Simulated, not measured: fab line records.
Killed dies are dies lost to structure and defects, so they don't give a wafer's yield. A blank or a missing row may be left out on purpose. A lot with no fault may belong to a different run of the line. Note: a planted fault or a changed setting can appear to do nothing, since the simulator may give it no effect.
fab line records	flow n5-finfet	part 2 of 2: steps 21 to 31 of 31
record: lots: 5	wafers: 15	last-day: 17
route steps=1938 shown MOL_CONTACT_COAG@567
lots that met no fault: taken from a fault-free run of the same line
start-h: the number of hours between the record's first day and the start of the first shown wafer of the lot	wait-h: time in hours since the lot's previous step	" unchanged from the row above	L1.1+2: one row covering several wafers at once	- no value, or no start was given	* or withheld: withheld	< > ~ a bound
route shown NAME@n: a module of which the file shows steps, and the number in the route of the first	usual: average and standard deviation across the fault-free wafers	same: alike in all rows	chamber/n: place in a boat	sites: the reading at each site	_std_site: the values' standard deviation	_edge_site: outer sites' mean less inner sites'	radius-mm: for every site, how far away it sits from the centre of the wafer	mask NAME#n: copy n	behind: tool/chamber where the wafer was last shaped	hold: cause of the lot's hold/its duration in hours/its outcome	device: names the non-switching transistor (n, p or np)	end of line: the tests these same wafers got at the end of their route	a step given without rows: its recipe and nothing more	killed: dies that structure and defects cost at the first sort, which is not the same as the wafer's yield	map: dies across one wafer; x = killed, . = not, _ = none there
set.NAME: the run value of the setting; set.NAME@STEP: its run value at that earlier step	model.NAME: the simulator's own value behind a step, which no gauge read
lots at some steps of the route; a table a step, a row a wafer
services: from which hour (start-h, from the record's first day; less than 0 if before it) a tool's chamber was out of use, for how many hours, and why
== steps ==
step: N5_MOL_CONTACT_COAG_STRIP_96
recipe: chemistry: N2/H2	power-w: 500	temp-c: 40	pressure-mtorr: 50	rf-frequency-hz: 6e+07	overash-fraction: 0.3	bias-power-w: 28	h2-frac: 0.5	n2-flow-sccm: 300	h2-flow-sccm: 300
usual: drypump-motor-current-A: 5.7/0.47	oes-product-au: 0.78/0.093	rf-vpp-V: 121.9/1.3	showerhead-plenum-p-Torr: 3.38/0.083	throttle-valve-pct: 18.91/0.28
lot.wafer	tool	chamber	start-h	wait-h	drypump-motor-current-A	oes-product-au	rf-hours-counter-h	rf-vpp-V	showerhead-plenum-p-Torr	throttle-valve-pct
L076.3	rie-diel-02	3	110.83	0.0	6.4	0.68	251	121.1	3.14	18.57
L076.4	"	1	"	"	5.0	0.71	-	123.2	3.32	18.95
L076.5	"	3	"	"	6.4	0.69	-	119.9	3.14	18.56
L077.3	rie-diel-02	0	123.44	0.0	5.2	0.70	211	122.9	3.45	19.18
L077.4	"	0	"	"	5.2	0.70	-	123.2	3.45	19.15
L077.5	"	1	"	"	5.0	0.71	-	120.1	3.31	18.95
L083.4	rie-diel-06	3	153.48	0.0	5.8	0.73	168	120.9	3.32	18.73
L083.5	"	3	"	"	5.8	0.73	-	121.6	3.32	18.73
L083.6	"	0	"	"	5.8	0.91	-	121.0	3.41	19.20
L089.2	rie-diel-06	2	191.28	0.0	6.3	0.71	207	120.4	3.32	18.87
L089.4	"	1	"	"	5.8	0.85	41	121.5	3.45	18.88
L089.5	"	0	"	"	5.8	0.89	-	123.1	3.40	19.20
L092.1	rie-diel-02	2	207.37	0.0	5.8	0.84	55	120.9	3.40	18.98
L092.4	"	1	"	"	4.9	0.69	232	121.2	3.30	18.99
L092.5	"	3	"	"	6.4	0.93	-	122.7	3.54	18.14
step: N5_MOL_CONTACT_COAG_ETCH_47
recipe: chemistry: CH3F/O2	target: SiNx	target-depth-a: 270	mask-material: SiO2	stop-on: W	over-etch-frac: 0.2	ion-energy-ev: 120	endpoint: OES-CN	pressure-mtorr: 30	source-w: 395	bias-w: 73	Ar_flow_sccm: 150	CH3F_flow_sccm: 30	O2_flow_sccm: 20	ends: end-point
usual: drypump-motor-current-A: 5.7/0.47	etch-rf-on-time-s: 31.2/0.54	oes_o_777_au: 0.78/0.086	oes-product-au: 0.69/0.081	rf-vpp-V: 295/4.9	showerhead-plenum-p-Torr: 2.01/0.048	throttle-valve-pct: 16.38/0.2
lot.wafer	tool	chamber	start-h	wait-h	drypump-motor-current-A	etch-rf-on-time-s	oes_o_777_au	oes-product-au	rf-hours-counter-h	rf-vpp-V	showerhead-plenum-p-Torr	throttle-valve-pct
L076.3	rie-diel-02	3	110.87	0.0	6.4	32.3	0.68	0.60	251	295	1.87	16.59
L076.4	"	1	"	"	4.9	32.1	0.71	0.63	-	295	1.99	16.44
L076.5	"	3	"	"	6.4	31.8	0.69	0.60	-	294	1.87	16.59
L077.3	rie-diel-02	0	123.48	0.0	5.2	31.6	0.73	0.63	211	294	2.05	16.64
L077.4	"	0	"	"	5.2	31.5	0.73	0.64	-	291	2.05	16.64
L077.5	"	1	"	"	5.0	31.7	0.71	0.63	-	293	1.99	16.45
L083.4	rie-diel-06	3	153.52	0.0	5.8	31.6	0.77	0.65	168	289	1.99	16.41
L083.5	"	3	"	"	5.8	31.4	0.76	0.66	-	291	1.99	16.40
L083.6	"	0	"	"	5.8	30.5	0.89	0.80	-	300	2.03	16.18
L089.2	rie-diel-06	2	191.32	0.0	6.3	31.2	0.67	0.63	207	308	1.98	16.49
L089.4	"	1	"	"	5.8	30.6	0.84	0.77	41	295	2.04	16.08
L089.5	"	0	"	"	5.8	30.6	0.88	0.80	-	301	2.02	16.18
L092.1	rie-diel-02	2	207.41	0.0	5.8	31.5	0.84	0.74	55	289	2.02	16.24
L092.4	"	1	"	"	5.0	32.1	0.69	0.61	232	295	1.98	16.51
L092.5	"	3	"	"	6.4	30.8	0.91	0.82	-	298	2.11	16.12
step: N5_MOL_CONTACT_COAG_STRIP_119
recipe: chemistry: N2/H2	time-s: 30	power-w: 1000	temp-c: 250	pressure-mtorr: withheld	n2-flow-sccm: 1750	h2-flow-sccm: 3250
usual: drypump-motor-current-A: 5.4/0.41	heater-power-w: 334/18
lot.wafer	tool	chamber	start-h	wait-h	drypump-motor-current-A	heater-power-w	rf-hours-counter-h
L076.3	plasma-asher-01	1	110.97	0.1	6.2	348	-
L076.4	"	0	"	"	5.5	308	-
L076.5	"	0	"	"	5.4	326	-
L077.3	plasma-asher-02	1	123.58	0.1	5.1	341	-
L077.4	"	0	"	"	5.2	318	-
L077.5	"	0	"	"	5.2	322	-
L083.4	plasma-asher-01	1	153.62	0.1	6.1	350	-
L083.5	"	0	"	"	5.4	307	-
L083.6	"	1	"	"	6.2	355	-
L089.2	plasma-asher-02	0	191.40	0.1	5.2	324	66
L089.4	"	0	"	"	5.2	329	-
L089.5	"	0	"	"	5.2	329	-
L092.1	plasma-asher-02	0	207.50	0.1	5.2	316	69
L092.4	"	1	"	"	5.1	350	-
L092.5	"	0	"	"	5.2	329	-
step: N5_MOL_CONTACT_COAG_PRECLEAN_144
recipe: chemistry: alkaline-clean	temp-c: 60	time-s: 60	do-ppb: 50
lot.wafer	tool	chamber	start-h	wait-h
L076.3+4+5	wet-bench-05	1,0,4	111.03	0.0
L077.3+4+5	wet-bench-03	2,5,4	123.64	0.0
L083.4+5+6	wet-bench-03	5,6,4	153.69	0.0
L089.2+4+5	wet-bench-03	0,4,5	191.49	0.1
L092.1+4+5	wet-bench-03	0,6,3	207.58	0.1
step: N5_MOL_CONTACT_COAG_SRD_145
recipe: dry: ipa-marangoni	time-s: 30	temp-c: 23	rinse-liquid: diw
usual: do-supply-ppb: 10.02/0.1
lot.wafer	tool	chamber	start-h	wait-h	do-supply-ppb
L076.3	wet-bench-05	1	111.06	0.0	10.27
L076.4	"	0	"	"	9.99
L076.5	"	4	"	"	10.13
L077.3	wet-bench-03	2	123.66	0.0	9.96
L077.4	"	5	"	"	10.02
L077.5	"	4	"	"	10.18
L083.4	wet-bench-03	5	153.71	0.0	10.08
L083.5	"	6	"	"	10.07
L083.6	"	4	"	"	9.86
L089.2	wet-bench-03	0	191.53	0.0	10.01
L089.4	"	4	"	"	10.03
L089.5	"	5	"	"	10.09
L092.1	wet-bench-03	0	207.60	0.0	10.02
L092.4	"	6	"	"	9.85
L092.5	"	3	"	"	9.92
step: N5_MOL_CONTACT_COAG_CD_MEAS_137
recipe: target-cd-nm: 16
usual: cd-nm: 15.9/0.32
lot.wafer	tool	chamber	start-h	wait-h	cd-nm
L076.3	cd-sem-02	-	111.10	0.0	15.6
L076.4	"	-	"	"	15.5
L076.5	"	-	"	"	15.4
L077.3	cd-sem-02	-	123.71	0.0	15.2
L077.4	"	-	"	"	15.7
L077.5	"	-	"	"	16.1
L083.4	cd-sem-03	-	153.75	0.0	16.2
L083.5	"	-	"	"	16.4
L083.6	"	-	"	"	15.6
L089.2	cd-sem-02	-	191.59	0.0	16.7
L089.4	"	-	"	"	16.1
L089.5	"	-	"	"	15.9
L092.1	cd-sem-01	-	207.64	0.0	15.6
L092.4	"	-	"	"	15.6
L092.5	"	-	"	"	15.5
step: N5_MOL_CONTACT_COAG_COAT_62
recipe: resist: SOC	temp-c: 250	time-s: 60	spin-rpm: 1500	resist-thk-nm: 60
lot.wafer	tool	chamber	start-h	wait-h
L076.3+4+5	litho-track-04	0	111.13	0.0
L077.3+4+5	litho-track-01	0	123.74	0.0
L083.4+5+6	litho-track-01	0	153.79	0.0
L089.2+4+5	litho-track-01	0	191.63	0.0
L092.1+4+5	litho-track-01	0	207.68	0.0
step: N5_MOL_CONTACT_COAG_COAT_63
recipe: resist: SiARC	temp-c: 220	time-s: 60	spin-rpm: 1500	resist-thk-nm: 10
lot.wafer	tool	chamber	start-h	wait-h
L076.3+4+5	litho-track-04	0	-	-
L077.3+4+5	litho-track-01	0	-	-
L083.4+5+6	litho-track-01	0	-	-
L089.2+4+5	litho-track-01	0	-	-
L092.1+4+5	litho-track-01	0	-	-
step: N5_MOL_CONTACT_COAG_COAT_64
recipe: resist: underlayer	temp-c: 205	time-s: 60	spin-rpm: 1500	resist-thk-nm: 10
lot.wafer	tool	chamber	start-h	wait-h
L076.3+4+5	litho-track-04	0	-	-
L077.3+4+5	litho-track-01	0	-	-
L083.4+5+6	litho-track-01	0	-	-
L089.2+4+5	litho-track-01	0	-	-
L092.1+4+5	litho-track-01	0	-	-
step: N5_MOL_CONTACT_COAG_COAT_34
recipe: resist: CAR-EUV	spin-rpm: 1500	resist-thk-nm: 40
lot.wafer	tool	chamber	start-h	wait-h
L076.3+4+5	litho-track-04	0	-	-
L077.3+4+5	litho-track-01	0	-	-
L083.4+5+6	litho-track-01	0	-	-
L089.2+4+5	litho-track-01	0	-	-
L092.1+4+5	litho-track-01	0	-	-
step: N5_MOL_CONTACT_COAG_EBR_36
recipe: solvent: PGMEA	ebr-width-mm: 1.5
lot.wafer	tool	chamber	start-h	wait-h
L076.3+4+5	litho-track-04	0	-	-
L077.3+4+5	litho-track-01	0	-	-
L083.4+5+6	litho-track-01	0	-	-
L089.2+4+5	litho-track-01	0	-	-
L092.1+4+5	litho-track-01	0	-	-
== services ==
tool	chamber	start-h	hours	kind
euv-scanner-02	-	93.06	4.6	pm
rie-diel-02	2	98.10	16.2	repair
euv-scanner-01	-	104.69	1.0	pm
euv-scanner-02	-	105.70	1.0	pm
ald-sin-02	-	106.72	1.6	repair
rie-diel-02	3	114.42	-	clean
rie-diel-02	3	114.42	-	consumable-replace:focus-ring
rie-diel-02	3	114.42	-	consumable-replace:showerhead
rie-diel-02	3	114.42	17.7	scheduled-down
rie-diel-02	3	114.42	17.7	vent-cycle
rie-diel-05	3	118.81	5.5	repair
litho-track-04	-	123.06	-	consumable-replace:filter
litho-track-04	-	142.92	-	consumable-replace:filter
euv-scanner-02	-	143.84	2.0	repair
rie-diel-02	0	153.84	5.9	repair
rie-diel-02	1	156.34	5.9	repair
euv-scanner-01	-	160.84	1.0	pm
euv-scanner-02	-	161.88	1.0	pm
ald-sin-02	-	176.82	14.0	pm
rie-diel-02	0	190.66	4.0	repair
ald-sin-02	3	191.22	1.4	repair
euv-scanner-01	-	194.21	1.2	repair
euv-scanner-01	-	198.47	4.6	pm
euv-scanner-02	-	200.07	0.3	repair
